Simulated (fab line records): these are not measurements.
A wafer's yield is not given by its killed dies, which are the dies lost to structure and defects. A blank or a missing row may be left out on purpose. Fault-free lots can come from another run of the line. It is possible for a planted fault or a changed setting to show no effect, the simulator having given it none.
Matching of chambers    flow nand_harc    NHARC_P_BONDPAD_DESCUM_11 on rie_diel-12: 4 sister chambers
The step chemistry O2, time 3 s. 4 wafers are shown with their chamber, then 11 later ones without.

EACH WAFER AND ITS CHAMBER
wafer   chamber  showerhead_plenum_p_Torr (Torr)
L082.5  2        1.85
L085.5  1        1.98
L085.6  0        1.95
L087.2  3        1.87

WAFERS WITHOUT THEIR CHAMBER
wafer   showerhead_plenum_p_Torr (Torr)
L087.3  1.85
L087.5  1.95
L089.1  1.87
L089.2  1.97
L089.6  1.85
L095.2  1.95
L095.4  1.85
L095.6  1.87
L096.1  1.87
L096.3  1.85
L096.6  1.97

CHAMBER TAKEN BY EACH
wafer   from the rows above  in truth
L087.3  2                    2
L087.5  0                    0
L089.1  3                    3
L089.2  1                    1
L089.6  2                    2
L095.2  0                    0
L095.4  2                    2
L095.6  3                    3
L096.1  3                    3
L096.3  2                    2
L096.6  1                    1
Placed correctly: 11 of 11. Can't be placed from these rows: 0. 0 placed wrongly.
How it was worked out, from the rows above alone: a wafer's distance from a chamber is the root of the sum, over the readings, of the square of ((its reading less the chamber's mean) divided by the reading's scatter). The wafer belongs to the nearest chamber; if the next one is less than 2 further off, it can't be placed. The mean given for a chamber averages the wafers shown for that chamber. The scatter: with one shown wafer a chamber, the root of the mean of the squares of how far each hidden wafer lies from its nearest shown one.
